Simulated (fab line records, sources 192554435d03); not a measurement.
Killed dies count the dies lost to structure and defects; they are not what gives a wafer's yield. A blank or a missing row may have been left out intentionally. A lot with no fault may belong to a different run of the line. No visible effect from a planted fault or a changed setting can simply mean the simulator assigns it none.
One fault through the eyes of 2 desks + flow n5 finfet + what lay behind the numbers comes last; until then each desk has only its own

== THE METROLOGY DESK ==
Lot by lot, what the gauges showed, no matter which tool ran the lot: averages of those sampled wafers that carry a number. A lot is out of limits, marked OUT, if its mean lies more than 4 standard deviations from the usual mean; the brackets give that distance. 7 of its 10 readings are shown, namely those furthest out on some lot.
Columns: A = DIBL_N at N5_BEOL_M4_RC_MEAS_101, usual 36.5 mV/V; B = DIBL_P at N5_BEOL_M4_RC_MEAS_101, usual 36.6 mV/V; C = IOFF_N at N5_BEOL_M4_RC_MEAS_101, usual 0.160 nA/um; D = IOFF_P at N5_BEOL_M4_RC_MEAS_101, usual 0.217 nA/um; E = ION_N at N5_BEOL_M4_RC_MEAS_101, usual 674 uA/um; F = VT_N at N5_BEOL_M4_RC_MEAS_101, usual 250.0 mV; G = VT_P at N5_BEOL_M4_RC_MEAS_101, usual -250 mV
| lot  | first seen here | A    | B    | C     | D     | E   | F     | G    |
|------|-----------------|------|------|-------|-------|-----|-------|------|
| L667 | day 8 06:04     | 35.0 | 36.3 | 0.145 | 0.201 | 667 | 250.4 | -250 |
| L669 | day 9 01:41     | 34.5 | 35.0 | 0.147 | 0.214 | 678 | 250.4 | -249 |
| L672 | day 9 20:58     | 35.8 | 35.9 | 0.154 | 0.224 | 673 | 249.5 | -246 |
| L673 | day 10 00:01    | 37.0 | 35.8 | 0.158 | 0.228 | 673 | 251.2 | -248 |
| L680 | day 11 20:25    | 36.4 | 36.9 | 0.155 | 0.222 | 675 | 251.1 | -248 |
| L683 | day 12 06:28    | 35.7 | 35.1 | 0.122 | 0.179 | 661 | 254.0 | -253 |
| L684 | day 12 14:25    | 36.2 | 38.2 | 0.162 | 0.217 | 669 | 250.2 | -252 |
| L688 | day 13 13:08    | 36.2 | 38.6 | 0.169 | 0.215 | 680 | 249.5 | -249 |
| L689 | day 13 16:08    | 36.7 | 36.3 | 0.169 | 0.218 | 680 | 248.0 | -251 |
This desk's finding: nothing out of limits on any of the 9 lots.

== AT THE TOOL OWNER'S DESK: rtp anneal-01 ==
At N5_HKMG_FIN_HK_ANNEAL_02 (time 30 s), the tool's own readings, given per lot that ran on this tool as the mean of the sampled wafers with a number. A lot is out of limits, marked OUT, if its mean lies more than 4 standard deviations from the usual mean; the brackets give that distance. Readings shown: 7 out of 9 (the first out of limits, and those lying furthest out on some lot).
Columns: A = lamp_zone_1_pct at N5_HKMG_FIN_HK_ANNEAL_02, usual 8.798 %; B = lamp_zone_2_pct at N5_HKMG_FIN_HK_ANNEAL_02, usual 8.798 %; C = lamp_zone_3_pct at N5_HKMG_FIN_HK_ANNEAL_02, usual 8.798 %; D = lamp_zone_4_pct at N5_HKMG_FIN_HK_ANNEAL_02, usual 8.794 %; E = lamp_zone_5_pct at N5_HKMG_FIN_HK_ANNEAL_02, usual 8.796 %; F = lamp_zone_6_pct at N5_HKMG_FIN_HK_ANNEAL_02, usual 8.724 %; G = lamp_zone_7_pct at N5_HKMG_FIN_HK_ANNEAL_02, usual 9.192 %
| lot  | first seen here | A                | B                | C                | D                | E                | F                | G                |
|------|-----------------|------------------|------------------|------------------|------------------|------------------|------------------|------------------|
| L667 | day 4 08:43     | 8.795            | 8.801            | 8.798            | 8.801            | 8.794            | 8.727            | 9.194            |
| L669 | day 4 17:46     | 8.813            | 8.804            | 8.785            | 8.796            | 8.798            | 8.720            | 9.200            |
| L672 | day 5 16:44     | 8.873 (+7.8) OUT | 8.878 (+8.0) OUT | 8.875 (+8.1) OUT | 8.862 (+6.2) OUT | 8.869 (+7.7) OUT | 8.804 (+8.3) OUT | 9.262 (+6.4) OUT |
| L673 | day 5 18:14     | 8.864 (+6.9) OUT | 8.855 (+5.7) OUT | 8.855 (+5.9) OUT | 8.858 (+5.9) OUT | 8.847 (+5.4) OUT | 8.785 (+6.4) OUT | 9.249 (+5.2) OUT |
| L684 | day 8 15:14     | 8.800            | 8.806            | 8.801            | 8.795            | 8.796            | 8.718            | 9.193            |
| L688 | day 9 09:56     | 8.804            | 8.807            | 8.808            | 8.791            | 8.801            | 8.719            | 9.189            |
| L689 | day 9 17:53     | 8.798            | 8.802            | 8.797            | 8.794            | 8.800            | 8.724            | 9.196            |
This desk finds L672, L673 out of limits, L672 being first, at day 5 16:44 (lamp_zone_1_pct at N5_HKMG_FIN_HK_ANNEAL_02). L667, L669, L684, L688, L689 stayed within limits.

== BROUGHT TOGETHER ==
At day 5 16:44, on L672, L673, the tool owner's desk was in a position to raise an alarm.
Metrology desk: nothing out of limits seen.
The metrology desk has L672, L673 on record, within its limits.
N5_HKMG_FIN_HK_ANNEAL_02 was run on rtp anneal-01 by each of the lots named.

== WHAT HAD BEEN PUT IN BY THE SIMULATOR ==
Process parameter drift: rtp anneal-01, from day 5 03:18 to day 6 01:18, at N5_HKMG_FIN_HK_ANNEAL_02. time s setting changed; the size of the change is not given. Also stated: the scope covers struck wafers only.
Lots struck among those shown: L672, L673.
Delay in hours, fault start to first out-of-limits reading, by desk: the tool owner's desk at 13.
